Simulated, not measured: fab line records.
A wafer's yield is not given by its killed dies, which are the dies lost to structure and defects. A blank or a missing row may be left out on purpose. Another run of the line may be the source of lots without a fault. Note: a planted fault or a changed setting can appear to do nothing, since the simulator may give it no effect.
Struck lot and sound lot, side by side / flow n5-finfet / 15 steps out of a route of 1938
Sound: the wafers L480.1, L480.3, L480.4. Struck: wafers L489.1, L489.4, L489.5. Last of all comes the cause.
Order at every step that has rows: each side's tool, ch and its chambers, its first start. Under that, the readings that differ: sound wafers / struck wafers / difference of the means / sigmas: that difference in standard deviations of wafers without a fault.
alike: words and numbers the same on both sides, and readings whose means are apart by under 2 such deviations; not compared: readings that were withheld, readings missing a value for some wafer, numbers with overlapping values and no deviation given by the record, and bounds like >300 which may hide the same value.
Wherever a step has rows on one side only, a row that says differs or no value, or a row with sigmas, the two part there. Numbers that don't overlap but have no deviation are shown without sigmas and don't part them. A reading that every wafer of one side lacks parts them only if that side has two wafers or more.

first, 5 steps without rows for these wafers: N5_BEOL_M10_EBR_24; N5_BEOL_M10_SOFTBAKE_23 (time 60 s); N5_BEOL_M10_EXPOSE_25 (exposes mask V9); N5_BEOL_M10_PEB_26 (peb time 60 s); N5_BEOL_M10_DEVELOP_27 (develop time 30 s).
N5_BEOL_M10_CD_MEAS_28: the cd target is 70 nm.
  sound on cd-sem-03 ch 0, day 13 05:31; struck on cd-sem-01 ch 0, day 14 12:25
  alike: cd-nm
N5_BEOL_M10_OVL_MEAS_29:
  sound on overlay-01 ch 0, day 13 05:32; struck on overlay-01 ch 0, day 14 12:26
  alike: V9_OVL
N5_BEOL_M10_INSPECT_30: inspects for defects (brightfield).
  sound on defect-inspect-01, day 13 05:34; struck on defect-inspect-02, day 14 12:28
  alike: raw-defect-count
N5_BEOL_M10_DESCUM_33: chemistry O2, time 7.9 s.
  sound on rie-diel-05 ch 0,3, day 13 05:36; struck on rie-diel-01 ch 0,2,3, day 14 12:30
reading=rf-vpp-V (V); sound=245.2 243.8 245.7; struck=241.5 243.2 242.1; difference=-2.6; sigmas=-2
reading=showerhead-plenum-p-Torr (Torr); sound=2.14 2.24 2.24; struck=2.06 2.04 2.04; difference=-0.16; sigmas=-3
  alike: chamber-pressure-mTorr, drypump-motor-current-A, oes-product-au, throttle-valve-pct
  not compared: rf-hours-counter-h
N5_BEOL_M10_ETCH_65: etches SiARC in CF4, target depth 39 nm, time 65 s.
  sound on rie-diel-05 ch 0,3, day 13 05:38; struck on rie-diel-01 ch 0,2,3, day 14 12:32
reading=rf-vpp-V (V); sound=185.0 185.9 186.2; struck=182.8 182.0 183.0; difference=-3.1; sigmas=-3
reading=showerhead-plenum-p-Torr (Torr); sound=2.20 2.28 2.28; struck=2.12 2.08 2.08; difference=-0.16; sigmas=-3
  alike: bias-w, chamber-pressure-mTorr, drypump-motor-current-A, etch-rf-on-time-s, oes-product-au, throttle-valve-pct
  not compared: rf-hours-counter-h
N5_BEOL_M10_ETCH_66: etches SOC in N2/H2, target depth 120 nm, overetch 24 nm, time 180 s.
  sound on rie-diel-05 ch 0,3, day 13 05:41; struck on rie-diel-01 ch 0,2,3, day 14 12:35
reading=rf-vpp-V (V); sound=525.4 527.8 529.5; struck=524.1 521.5 520.9; difference=-5.4; sigmas=-2
reading=showerhead-plenum-p-Torr (Torr); sound=2.62 2.69 2.69; struck=2.50 2.49 2.48; difference=-0.18; sigmas=-3
  alike: bias-w, chamber-pressure-mTorr, drypump-motor-current-A, oes-product-au, throttle-valve-pct
  not compared: rf-hours-counter-h
then, 1 step without rows for these wafers: N5_BEOL_M10_STRIP_69 (strips in N2/H2).
N5_BEOL_M10_VIA_ETCH_34: etches SiCOH lowk in C4F6/O2, target depth 184.5 nm, time 69.2 s.
  sound on rie-diel-05 ch 0,3, day 13 05:49; struck on rie-diel-01 ch 0,2,3, day 14 12:43
reading=bias-w (W); sound=185.0 184.8 184.6; struck=201.5 202.2 203.0; difference=+17.4; sigmas=+38
reading=chamber-pressure-mTorr (mTorr); sound=29.938 29.925 29.958; struck=30.016 30.015 30.003; difference=+0.071; sigmas=+3
reading=showerhead-plenum-p-Torr (Torr); sound=2.91 3.05 3.05; struck=2.82 2.78 2.76; difference=-0.22; sigmas=-3
  alike: drypump-motor-current-A, oes-product-au, rf-vpp-V, throttle-valve-pct
  not compared: rf-hours-counter-h
then, 1 step without rows for these wafers: N5_BEOL_M10_STRIP_73 (strips in C4F6/O2).
N5_PASSIVATION_PROBE_49:
  rows exist in the record for the sound wafers here (prober-01, day 15 09:49), none for the struck ones

== WHERE THEY PART ==
Earliest at N5_BEOL_M10_DESCUM_33; latest, in this record, at N5_PASSIVATION_PROBE_49.

WHY: the cause the simulator had injected
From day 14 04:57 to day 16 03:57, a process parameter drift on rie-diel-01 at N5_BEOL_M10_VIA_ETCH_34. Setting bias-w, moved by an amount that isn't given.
